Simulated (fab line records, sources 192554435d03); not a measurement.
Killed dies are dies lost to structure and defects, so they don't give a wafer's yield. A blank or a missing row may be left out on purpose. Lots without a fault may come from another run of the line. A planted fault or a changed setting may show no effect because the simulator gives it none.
fab line records | flow n5_finfet
record lots=8 wafers=23 last_day=17
route steps=1938 shown BEOL_M4@1111 BEOL_M6@1239 PASSIVATION@1936
lots that met no fault: from a run of the same line without faults
start_h: hours from the record's first day to the start of the lot's first wafer shown | wait_h: hours since the lot's step before | " the same as in the row above | L1.1+2: a row that stands for several wafers | - no value, or no start given | * or withheld: withheld | < > ~ a bound
route shown NAME@n: a module of which the file shows steps, and the number in the route of the first | usual: mean/standard deviation of fault-free wafers | same: alike in all rows | chamber/n: place in a boat | sites: the reading at each site | _std_site: their standard deviation | _edge_site: outer sites' mean less inner sites' | radius_mm: how far each site lies from the wafer's centre | mask NAME#n: copy n | behind: the tool/chamber that last shaped the wafer | hold: why the lot was held/for how many hours/how that ended | device: the transistor (n, p or np) that didn't switch | end of line: the same wafers' tests at the end of the route | a step without rows: its recipe alone | killed: dies lost to structure and defects at the first sort, not the wafer's yield | map: a wafer's dies, x killed, . not, _ none there
set.NAME: the setting as run; set.NAME@STEP: as run at that earlier step | model.NAME: the simulator's own value behind a step, which no gauge read
steps of the route over a sample of lots; a table a step, a row a wafer
services: from which hour (start_h, from the record's first day; less than 0 if before it) a tool's chamber was out of use, for how many hours, and why
## steps
# step N5_BEOL_M4_RC_MEAS_101
# usual DIBL_N=36.0/1.6 DIBL_P=36.1/2 IOFF_N=0.160/0.029 IOFF_P=0.21/0.039 ION_N=675/13 ION_P=464/8.8 SS_N=71.5/0.58 SS_P=73.3/0.65 VT_N=250/3.3 VT_P=-249/3.6
# columns lot.wafer tool chamber start_h wait_h DIBL_N[mV/V] DIBL_P[mV/V] IOFF_N[nA/um] IOFF_P[nA/um] ION_N[uA/um] ION_P[uA/um] SS_N[mV/dec] SS_P[mV/dec] VT_N[mV] VT_P[mV]
L182.3 prober-01 0 169.61 0.3 37.5 36.4 0.174 0.24 666 460 71.8 74.0 251 -248
L182.5 " 0 " " 36.0 34.5 0.149 0.21 667 460 71.1 72.7 251 -250
L185.3 prober-02 0 191.35 0.3 33.7 35.3 0.146 0.19 678 463 71.2 73.1 250 -252
L185.5 " 0 " " 32.2 33.5 0.118 0.17 675 466 70.8 72.7 253 -250
L185.6 " 0 " " 35.7 37.8 0.175 0.23 678 463 70.7 73.7 247 -249
L186.1 prober-02 0 204.65 0.0 38.0 36.8 0.166 0.23 681 471 71.6 73.6 250 -248
L186.4 " 0 " " 36.7 35.3 0.154 0.22 677 465 70.8 73.0 250 -249
L186.6 " 0 " " 37.5 37.1 0.152 0.23 670 465 72.2 73.3 252 -247
L189.1 prober-01 0 219.96 0.0 37.1 36.8 0.180 0.20 669 454 71.5 73.3 251 -251
L189.3 " 0 " " 34.3 35.2 0.130 0.18 658 452 71.1 72.9 256 -250
L189.6 " 0 " " 34.3 34.8 0.132 0.18 672 462 71.1 73.6 251 -252
L198.2 prober-01 0 268.24 0.2 37.1 38.1 0.203 0.22 685 463 71.5 73.6 245 -248
L198.4 " 0 " " 35.7 36.5 0.154 0.20 661 463 71.4 73.8 248 -248
L198.5 " 0 " " 34.8 35.1 0.144 0.18 670 455 70.7 72.9 250 -253
L199.1 prober-02 0 286.33 0.0 37.0 37.9 0.177 0.24 694 478 72.3 73.2 245 -245
L199.4 " 0 " " 38.7 39.9 0.218 0.30 711 482 72.2 74.3 244 -244
L199.6 " 0 " " 38.2 40.1 0.195 0.29 689 480 72.1 73.8 244 -244
L200.1 prober-01 0 297.94 0.0 34.8 34.0 0.146 0.17 687 463 70.9 72.3 247 -252
L200.3 " 0 " " 36.2 35.5 0.154 0.20 681 469 71.5 73.7 248 -250
L200.5 " 0 " " 36.8 35.9 0.174 0.21 699 468 71.2 73.0 247 -250
L204.2 prober-01 0 302.01 0.2 37.1 39.3 0.192 0.30 682 472 70.9 74.7 245 -242
L204.3 " 0 " " 37.2 38.6 0.181 0.27 677 469 72.6 73.8 247 -246
L204.6 " 0 " " 38.8 40.2 0.234 0.31 687 468 72.1 74.1 244 -242
# step N5_BEOL_M6_TRENCH_ETCH_37
# recipe chemistry=C4F6/O2 target_depth_a=944.35 target=SiCOH_lowk time_s=31.5 ion_energy_ev=250 pressure_mtorr=30 source_w=345 bias_w=185 Ar_flow_sccm=300 C4F6_flow_sccm=10 O2_flow_sccm=10
# usual drypump_motor_current_A=5.7/0.67 oes_product_au=0.82/0.075 rf_vpp_V=663/14 showerhead_plenum_p_Torr=2.83/0.12 throttle_valve_pct=20.93/0.27
# columns lot.wafer tool chamber start_h wait_h drypump_motor_current_A oes_product_au rf_hours_counter_h rf_vpp_V showerhead_plenum_p_Torr throttle_valve_pct
L182.3 rie_diel-03 3 - - 6.5 0.91 26 686 3.04 20.77
L182.5 " 0 " " 5.0 0.88 - 660 2.91 21.16
L185.3 rie_diel-03 1 - - 6.5 0.67 238 641 2.71 21.26
L185.5 " 3 " " 6.5 0.90 - 684 3.04 20.78
L185.6 " 2 " " 4.8 0.88 - 679 2.76 20.40
L186.1 rie_diel-04 0 - - 5.5 0.74 150 660 2.72 20.89
L186.4 " 3 " " 5.7 0.83 80 656 2.79 21.20
L186.6 " 2 " " 5.9 0.67 - 649 2.81 21.22
L189.1 rie_diel-04 1 - - 6.1 0.84 70 651 2.75 20.63
L189.3 " 2 " " 5.9 0.67 248 648 2.81 21.23
L189.6 " 2 " " 5.9 0.67 - 649 2.81 21.22
L198.2 rie_diel-03 1 - - 6.6 0.96 5 653 3.04 20.93
L198.4 " 3 " " 6.5 0.86 63 686 3.02 20.82
L198.5 " 0 " " 5.0 0.83 - 659 2.89 21.21
L199.1 rie_diel-06 1 - - 4.8 0.78 136 673 2.74 21.00
L199.4 " 0 " " 5.2 0.79 106 671 2.77 21.10
L199.6 " 3 " " 6.7 0.86 - 657 2.76 20.90
L200.1 rie_diel-03 2 - - 4.8 0.83 81 681 2.74 20.46
L200.3 " 1 " " 6.6 0.92 14 652 3.04 20.96
L200.5 " 1 " " 6.5 0.92 - 651 3.04 20.95
L204.2 rie_diel-03 1 - - 6.5 0.91 17 653 3.04 20.95
L204.3 " 0 " " 5.0 0.80 91 658 2.89 21.20
L204.6 " 1 " " 6.6 0.91 - 651 3.04 20.94
# step N5_BEOL_M6_ETCH_41
# recipe chemistry=CH3F/O2 target=SiCN target_depth_a=297 taper_deg=2 time_s=52 ion_energy_ev=120 mask_material=TiN pressure_mtorr=30 source_w=395 bias_w=75 Ar_flow_sccm=150 CH3F_flow_sccm=30 O2_flow_sccm=20
# usual drypump_motor_current_A=5.7/0.67 oes_product_au=0.82/0.075 rf_vpp_V=297.0/1.8 showerhead_plenum_p_Torr=1.99/0.084 throttle_valve_pct=16.29/0.25
# columns lot.wafer tool chamber start_h wait_h drypump_motor_current_A oes_product_au rf_hours_counter_h rf_vpp_V showerhead_plenum_p_Torr throttle_valve_pct
L182.3 rie_diel-03 3 - - 6.5 0.90 26 299.6 2.14 16.10
L182.5 " 0 " " 5.0 0.88 - 298.3 2.05 16.45
L185.3 rie_diel-03 1 - - 6.5 0.67 238 295.2 1.90 16.67
L185.5 " 3 " " 6.5 0.89 - 299.3 2.14 16.11
L185.6 " 2 " " 4.8 0.88 - 297.2 1.94 15.84
L186.1 rie_diel-04 0 - - 5.5 0.73 150 297.3 1.91 16.30
L186.4 " 3 " " 5.6 0.84 80 296.4 1.96 16.53
L186.6 " 2 " " 5.9 0.68 - 297.7 1.97 16.61
L189.1 rie_diel-04 1 - - 6.1 0.83 70 295.8 1.93 16.06
L189.3 " 2 " " 5.8 0.68 248 297.2 1.97 16.61
L189.6 " 2 " " 5.8 0.67 - 296.5 1.97 16.61
L198.2 rie_diel-03 1 - - 6.6 0.95 5 299.7 2.14 16.22
L198.4 " 3 " " 6.5 0.86 63 299.2 2.13 16.14
L198.5 " 0 " " 5.0 0.82 - 298.1 2.04 16.52
L199.1 rie_diel-06 1 - - 4.8 0.79 136 296.1 1.92 16.39
L199.4 " 0 " " 5.2 0.80 106 297.4 1.94 16.40
L199.6 " 3 " " 6.7 0.87 - 296.8 1.94 16.27
L200.1 rie_diel-03 2 - - 4.8 0.83 81 294.5 1.93 15.91
L200.3 " 1 " " 6.6 0.91 14 299.8 2.14 16.25
L200.5 " 1 " " 6.6 0.92 - 300.8 2.14 16.23
L204.2 rie_diel-03 1 - - 6.6 0.91 17 299.4 2.14 16.24
L204.3 " 0 " " 5.0 0.81 91 297.7 2.03 16.55
L204.6 " 1 " " 6.6 0.92 - 300.4 2.14 16.25
# step N5_BEOL_M6_CMP_52
# recipe stop_on=SiCOH_lowk t_overpolish_s=6.9 down_force_psi=1 platen_rpm=50 clearing_platen_down_force_psi=1.5 clearing_platen_rpm=50 post_cmp_clean=cu_alkaline target_thk_nm=80 clearing_platen_pad_velocity_m_s=0.99484 pad_velocity_m_s=0.99484
# usual barrier_field_endpoint_s=28.6/0.7 motor_current_A=6.0/0.82 overpolish_run_s=6.900/0.009 time_to_endpoint_s=62/3.2
# columns lot.wafer tool chamber start_h wait_h barrier_field_endpoint_s motor_current_A overpolish_run_s time_to_endpoint_s
L182.3 cmp-04 1 193.84 0.3 28.0 7.2 6.892 64
L182.5 " 2 " " 28.8 6.7 6.902 64
L185.3 cmp-01 3 209.83 0.2 28.2 6.8 6.895 60
L185.5 " 3 " " 28.5 6.5 6.902 59
L185.6 " 0 " " 27.9 5.1 6.905 58
L186.1 cmp-04 1 224.93 0.5 27.9 6.8 6.899 57
L186.4 " 2 " " 28.8 6.8 6.889 62
L186.6 " 0 " " 28.6 5.5 6.893 62
L189.1 cmp-04 3 238.74 0.3 28.5 4.6 6.903 67
L189.3 " 0 " " 29.0 5.5 6.892 68
L189.6 " 2 " " 46.6 6.7 0.043 82
L198.2 cmp-03 3 291.08 0.3 27.6 6.4 6.886 53
L198.4 " 0 " " 27.5 6.6 6.895 56
L198.5 " 3 " " 28.0 6.7 6.909 55
L199.4 cmp-04 3 304.72 0.3 29.7 4.6 6.901 64
L199.1 " 2 " " 28.3 6.7 6.910 62
L199.6 " 3 " " 29.0 4.6 6.914 64
L200.3 cmp-04 1 318.44 0.2 28.1 6.7 6.906 58
L200.1 " 2 " " 28.0 6.8 6.904 61
L200.5 " 2 " " 28.1 6.7 6.899 59
L204.2 cmp-04 3 324.32 0.2 27.8 4.5 6.912 63
L204.3 " 0 " " 28.5 5.5 6.917 65
L204.6 " 3 " " 28.6 4.5 6.904 64
# step N5_BEOL_M6_THK_MEAS_53
# recipe thk_meas_gauge=xrf reads=Cu_of_BEOL_M6_ECD_50
# usual M6_THK=79.8/2.4
# columns lot.wafer tool chamber start_h wait_h M6_THK[nm]
L182.3 film_metro-01 - 194.02 - 85.1
L182.5 " - " " 80.8
L185.3 film_metro-02 - 210.12 - 79.5
L185.5 " - " " 86.3
L185.6 " - " " 80.4
L186.1 film_metro-02 - 225.14 - 79.2
L186.4 " - " " 80.7
L186.6 " - " " 78.5
L189.1 film_metro-02 - 238.99 - 83.4
L189.3 " - " " 79.1
L189.6 " - " " 186.7
L198.2 film_metro-02 - 291.33 - 77.6
L198.4 " - " " 82.6
L198.5 " - " " 77.6
L199.1 film_metro-02 - 305.02 - 78.3
L199.4 " - " " 75.9
L199.6 " - " " 76.7
L200.1 film_metro-01 - 318.73 - 79.0
L200.3 " - " " 77.0
L200.5 " - " " 78.3
L204.2 film_metro-02 - 324.62 - 76.4
L204.3 " - " " 77.6
L204.6 " - " " 78.3
# step N5_BEOL_M6_DEP_56
# recipe material=SiCN target_thk_a=100 temp_c=withheld precursor=3MS/NH3 pressure_torr=3 rf_w=202 time_s=17.5
# usual showerhead_plenum_p_Torr=3.655/0.013 showerhead_vpp_V=877/46 throttle_valve_pct=9.1/0.55
# columns lot.wafer tool chamber start_h wait_h showerhead_plenum_p_Torr showerhead_vpp_V since_wet_clean_h throttle_valve_pct
L182.3 pecvd-02 2 194.08 0.0 3.649 934 325 8.8
L182.5 " 2 " " 3.649 921 - 8.8
L185.3 pecvd-02 2 210.18 0.0 3.649 922 341 8.6
L185.5 " 1 " " 3.630 892 - 10.0
L185.6 " 2 " " 3.653 920 - 9.1
L186.1 pecvd-02 1 225.21 0.0 3.643 884 1835 9.7
L186.4 " 2 " " 3.655 917 - 8.9
L186.6 " 1 " " 3.625 882 - 9.6
L189.1 pecvd-04 2 239.05 0.0 3.651 942 8 8.1
L189.3 " 0 " " 3.648 879 762 9.0
L189.6 " 1 " " 3.678 877 - 9.2
L198.2 pecvd-01 1 291.39 0.0 3.657 866 2083 9.0
L198.4 " 0 " " 3.670 832 - 10.0
L198.5 " 1 " " 3.660 851 - 9.1
L199.1 pecvd-04 0 305.08 0.0 3.647 903 828 9.1
L199.4 " 2 " " 3.661 943 - 8.2
L199.6 " 1 " " 3.671 889 - 9.0
L200.1 pecvd-02 0 318.80 0.0 3.669 821 1204 9.1
L200.3 " 2 " " 3.641 919 450 8.6
L200.5 " 1 " " 3.633 875 - 10.0
L204.2 pecvd-04 2 324.68 0.0 3.657 941 93 8.0
L204.3 " 0 " " 3.640 891 847 9.2
L204.6 " 0 " " 3.654 888 - 9.3
# step N5_BEOL_M6_INSPECT_58
# recipe inspect_instrument=darkfield mode=post_dep
# usual raw_defect_count=69/21
# columns lot.wafer tool chamber start_h wait_h raw_defect_count
L182.3 defect_inspect-01 - 194.18 0.0 61
L182.5 " - " " 52
L185.3 defect_inspect-01 - 210.46 0.0 92
L185.5 " - " " 125
L185.6 " - " " 97
L186.1 defect_inspect-02 - 225.30 0.0 77
L186.4 " - " " 56
L186.6 " - " " 96
L189.1 defect_inspect-02 - 239.15 0.0 63
L189.3 " - " " 77
L189.6 " - " " 1388
L198.2 defect_inspect-02 - 291.49 0.0 48
L198.4 " - " " 47
L198.5 " - " " 59
L199.1 defect_inspect-02 - 305.17 0.0 49
L199.4 " - " " 63
L199.6 " - " " 70
L200.1 defect_inspect-02 - 318.89 0.0 81
L200.3 " - " " 81
L200.5 " - " " 38
L204.2 defect_inspect-02 - 324.77 0.0 59
L204.3 " - " " 72
L204.6 " - " " 105
# step N5_PASSIVATION_PROBE_49
# usual defect_limited_yield=91.0/1.3 killed_at_M0_to_M3=36/9.5 killed_at_M4_up=14/5.6 killed_at_contacts=12/6.4 killed_at_front_end=40/10 killed_at_other=3.2/3 killed_dies=107/15 killed_on_rim=15/4.5 killed_open=69/12 killed_short=35/7.7 sort_bin_5_function=5.3/0.91 sort_bin_6_memory=3.3/0.65 sort_n_pass=1073/15 sort_yield_pct=91.0/1.3
# same gross_dies=1180 killed_at_back_side=0 sort_bin_4_leakage[%]=0 sort_bin_8_speed[%]=0
# columns lot.wafer tool chamber start_h wait_h defect_limited_yield[%] killed_at_M0_to_M3 killed_at_M4_up killed_at_contacts killed_at_front_end killed_at_other killed_dies killed_on_rim killed_open killed_short sort_bin_5_function[%] sort_bin_6_memory[%] sort_n_pass sort_yield_pct[%]
L182.3 prober-01 - 273.09 0.1 91.6 46 12 6 35 0 99 17 63 36 5.8 2.3 1081 91.6
L182.5 prober-01 - 273.19 0.2 91.2 42 11 14 34 3 104 23 74 24 5.0 3.3 1076 91.2
L186.1 prober-02 - 310.45 0.0 90.5 44 11 7 48 2 112 13 72 38 6.1 3.1 1068 90.5
L186.4 prober-02 - 310.60 0.2 91.6 40 11 3 44 1 99 15 57 41 4.5 3.4 1081 91.6
L186.6 prober-02 - 310.70 0.3 88.2 54 12 7 63 3 139 14 79 53 6.6 4.4 1041 88.2
L189.1 prober-02 - 335.75 0.0 92.5 29 15 2 39 3 88 8 64 23 4.2 2.8 1092 92.5
L189.3 prober-02 - 335.85 0.1 88.9 41 27 3 59 1 131 18 92 37 6.0 4.4 1049 88.9
L189.6 prober-02 - 336.00 0.3 0 43 1088 3 46 0 1180 152 67 33 5.2 3.1 0 0
L198.2 prober-02 - 381.78 0.1 90.3 33 20 5 54 2 114 14 75 36 6.1 3.1 1066 90.3
L198.4 prober-02 - 381.88 0.2 90.2 36 22 26 31 1 116 13 77 35 6.1 3.3 1064 90.2
L198.5 prober-02 - 381.93 0.2 90.6 40 6 13 50 2 111 18 73 27 6.1 2.5 1069 90.6
L199.1 prober-01 - 391.61 0.0 91.8 38 6 10 42 1 97 13 58 38 4.3 3.6 1083 91.8
L199.4 prober-01 - 391.76 0.2 92.5 30 9 13 36 0 88 4 58 30 4.8 2.3 1092 92.5
L199.6 prober-01 - 391.86 0.3 90.8 46 14 9 39 0 108 13 76 31 6.4 2.5 1072 90.8
# killed by level:class
L182.3 BEOL_M0_SAQP:geometric_particle:short=15 FIN_SAQP:geometric_particle:open=11 STI_FIN_REVEAL:geometric_particle:open=9 BEOL_M0_SAQP:geometric_particle:open=8 BEOL_M3:geometric_particle:open=7 FIN_SAQP:geometric_particle:short=6 MOL_CONTACT_COAG:geometric_particle:open=6 BEOL_M1:geometric_particle:open=5
L182.5 MOL_CONTACT_COAG:geometric_particle:open=13 STI_FIN_REVEAL:geometric_particle:open=11 BEOL_M0_SAQP:geometric_particle:open=11 BEOL_M1:geometric_particle:open=9 BEOL_M0_SAQP:geometric_particle:short=8 BEOL_M2:geometric_particle:open=6 HKMG_FIN:area_etch=5 BEOL_M0:geometric_particle:open=4
L186.1 BEOL_M0_SAQP:geometric_particle:open=9 FIN_SAQP:geometric_particle:open=8 BEOL_M0_SAQP:geometric_particle:short=8 BEOL_M1:geometric_particle:open=8 FIN_SAQP:geometric_particle:short=7 BEOL_M4:geometric_particle:open=7 STI_FIN_REVEAL:geometric_particle:open=6 SPACER0:geometric_particle:short=6
L186.4 BEOL_M1:geometric_particle:open=11 BEOL_M0_SAQP:geometric_particle:open=9 DUMMY_GATE:geometric_particle:short=6 GATE_CUT:geometric_particle:short=6 FIN_SAQP:geometric_particle:short=5 BEOL_M0_SAQP:geometric_particle:short=5 BEOL_M3:geometric_particle:open=5 FIN_SAQP:geometric_particle:open=4
L186.6 BEOL_M0_SAQP:geometric_particle:short=18 STI_FIN_REVEAL:geometric_particle:open=15 BEOL_M0_SAQP:geometric_particle:open=10 FIN_SAQP:geometric_particle:open=9 FIN_SAQP:geometric_particle:short=8 DUMMY_GATE:geometric_particle:open=7 BEOL_M2:geometric_particle:open=7 BEOL_M1:geometric_particle:open=6
L189.1 BEOL_M0_SAQP:geometric_particle:open=10 FIN_SAQP:geometric_particle:open=9 FIN_SAQP:geometric_particle:short=8 STI_FIN_REVEAL:geometric_particle:open=8 BEOL_M3:geometric_particle:open=8 GATE_CUT:geometric_particle:open=7 BEOL_M4:geometric_particle:open=7 BEOL_M1:geometric_particle:open=3
L189.3 BEOL_M4:geometric_particle:open=16 BEOL_M1:geometric_particle:open=15 STI_FIN_REVEAL:geometric_particle:open=14 FIN_SAQP:geometric_particle:short=12 BEOL_M3:geometric_particle:open=10 FIN_SAQP:geometric_particle:open=8 STARTING-WAFER:geometric_particle:open=7 BEOL_M0_SAQP:geometric_particle:open=6
L189.6 BEOL_M6:area_cmp=1080 BEOL_M3:geometric_particle:open=13 BEOL_M0_SAQP:geometric_particle:short=10 BEOL_M1:geometric_particle:open=10 FIN_SAQP:geometric_particle:open=8 GATE_CUT:geometric_particle:short=7 GATE_CUT:geometric_particle:open=7 BEOL_M0_SAQP:geometric_particle:open=6
L198.2 BEOL_M1:geometric_particle:open=12 BEOL_M4:geometric_particle:open=12 STI_FIN_REVEAL:geometric_particle:open=11 FIN_SAQP:geometric_particle:short=9 BEOL_M2:geometric_particle:open=7 STARTING-WAFER:geometric_particle:open=7 FIN_SAQP:geometric_particle:open=6 DUMMY_GATE:geometric_particle:open=5
L198.4 MOL_CONTACT_COAG:geometric_particle:open=19 BEOL_M4:geometric_particle:open=13 BEOL_M3:geometric_particle:open=12 FIN_SAQP:geometric_particle:open=8 MOL_CONTACT_COAG:geometric_particle:short=7 STI_FIN_REVEAL:geometric_particle:open=5 BEOL_M0_SAQP:geometric_particle:short=5 BEOL_M3:geometric_particle:short=4
L198.5 STI_FIN_REVEAL:geometric_particle:open=11 BEOL_M1:geometric_particle:open=11 DUMMY_GATE:geometric_particle:open=7 MOL_CONTACT_COAG:geometric_particle:open=7 BEOL_M3:geometric_particle:open=7 HKMG_FIN:area_etch=7 BEOL_M2:geometric_particle:open=6 FIN_SAQP:geometric_particle:short=5
L199.1 BEOL_M0_SAQP:geometric_particle:short=12 FIN_SAQP:geometric_particle:short=10 BEOL_M0_SAQP:geometric_particle:open=10 STI_FIN_REVEAL:geometric_particle:open=9 MOL_CONTACT_COAG:geometric_particle:open=7 FIN_SAQP:geometric_particle:open=6 BEOL_M2:geometric_particle:open=5 BEOL_M3:geometric_particle:open=4
L199.4 MOL_CONTACT_COAG:geometric_particle:open=13 STI_FIN_REVEAL:geometric_particle:open=8 BEOL_M0_SAQP:geometric_particle:open=6 BEOL_M2:geometric_particle:open=6 FIN_SAQP:geometric_particle:open=5 FIN_SAQP:geometric_particle:short=5 BEOL_M4:geometric_particle:open=5 BEOL_M0_SAQP:geometric_particle:short=5
L199.6 BEOL_M0_SAQP:geometric_particle:open=17 BEOL_M0_SAQP:geometric_particle:short=11 MOL_CONTACT_COAG:geometric_particle:open=8 FIN_SAQP:geometric_particle:short=7 BEOL_M4:geometric_particle:open=7 FIN_SAQP:geometric_particle:open=6 STI_FIN_REVEAL:geometric_particle:open=6 BEOL_M2:geometric_particle:open=6
## services
# columns tool chamber start_h hours kind
cmp-01 - 173.86 3.3 repair
cmp-03 - 222.36 9.7 pm
cmp-01 - 224.07 4.0 pm
pecvd-02 - 226.68 1.2 repair
pecvd-04 - 229.27 2.6 repair
cmp-04 - 233.51 0.4 repair
cmp-03 - 234.65 6.3 repair
cmp-04 - 239.57 4.0 pm
rie_diel-03 1 241.09 - clean
rie_diel-03 1 241.09 - consumable_replace:focus_ring
rie_diel-03 1 241.09 - consumable_replace:showerhead
rie_diel-03 1 241.09 30.5 scheduled_down
rie_diel-03 1 241.09 30.5 vent_cycle
cmp-03 - 242.27 2.7 repair
rie_diel-06 2 243.08 8.3 repair
cmp-04 - 243.57 - consumable_replace:conditioner
pecvd-04 1 255.80 14.1 repair
cmp-04 - 265.77 0.9 repair
rie_diel-04 3 281.53 2.6 repair
cmp-03 - 294.90 1.3 repair
pecvd-02 - 307.51 5.5 pm
rie_diel-04 - 311.41 0.7 repair
cmp-01 - 319.03 0.4 repair
cmp-03 - 320.45 4.0 pm
## key
first_sign step=N5_BEOL_M6_CMP_52 reading=overpolish_run_s direction=down sigmas=99+ usual=6.900 struck=0.043
effect step=N5_BEOL_M6_CMP_52 reading=barrier_field_endpoint_s direction=up sigmas=26 usual=28.6 struck=46.6
effect step=N5_BEOL_M6_THK_MEAS_53 reading=M6_THK direction=up sigmas=45 usual=79.8 struck=186.7
effect step=N5_BEOL_M6_INSPECT_58 reading=raw_defect_count direction=up sigmas=63 usual=69 struck=1388
effect step=N5_PASSIVATION_PROBE_49 reading=killed_at_M4_up direction=up sigmas=99+ usual=14 struck=1088
more_kills_born_at N5_BEOL_M6_CMP_52@cmp-04=1080
met_at N5_BEOL_M6_CMP_52
struck_lots L189
struck_wafers L189.6
later_rows_left_out L189.6
not_acting_at N5_BEOL_M6_TRENCH_ETCH_37,N5_BEOL_M6_ETCH_41,N5_BEOL_M6_DEP_56
onset_between 224.93 238.74
fault kind=process_parameter_drift tool=cmp-04 chamber=- onset_h=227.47 steps=N5_BEOL_M6_CMP_52 channel=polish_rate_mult offset=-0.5 shape=step end_h=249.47 scope=struck_wafers_only
# later_rows_left_out: the simulator's readings of these wafers behind a module that went badly wrong aren't trusted and aren't shown, but for the sort
